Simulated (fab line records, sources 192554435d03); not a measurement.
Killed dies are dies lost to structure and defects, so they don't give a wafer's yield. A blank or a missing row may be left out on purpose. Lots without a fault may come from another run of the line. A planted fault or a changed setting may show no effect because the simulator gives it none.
Chamber matching | flow n5_finfet | N5_BEOL_M9_DEP_56 on pecvd-02: 3 sister chambers
The step deposits SiCN from 3MS/NH3, target thk 15 nm, time 26.5 s. 3 wafers are shown with their chamber, then 7 later ones without.

WAFERS WITH THEIR CHAMBER
wafer  | chamber | throttle_valve_pct (%)
L086.1 | 2       | 8.5
L087.1 | 0       | 9.1
L087.2 | 1       | 8.7

WAFERS WITHOUT THEIR CHAMBER
wafer  | throttle_valve_pct (%)
L087.5 | 8.5
L088.1 | 9.1
L088.4 | 8.5
L088.5 | 9.5
L096.1 | 9.2
L096.3 | 9.3
L096.4 | 9.2

WHICH CHAMBER EACH WENT THROUGH
wafer  | from the rows above     | in truth
L087.5 | can't be placed: 2 or 1 | 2
L088.1 | 0                       | 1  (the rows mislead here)
L088.4 | can't be placed: 2 or 1 | 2
L088.5 | 0                       | 0
L096.1 | 0                       | 0
L096.3 | 0                       | 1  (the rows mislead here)
L096.4 | 0                       | 0
Placed correctly: 3 of 7. Can't be placed from these rows: 2 (the true chamber is among the candidates in 2). Placed wrongly: 2.
How it was worked out, from the rows above alone: a wafer's distance from a chamber is the root of the sum, over the readings, of the square of ((its reading less the chamber's mean) divided by the reading's scatter). The wafer belongs to the nearest chamber; if the next one is less than 2 further off, it can't be placed. A chamber's mean is the mean of its shown wafers. The scatter: with one shown wafer a chamber, the root of the mean of the squares of how far each hidden wafer lies from its nearest shown one.
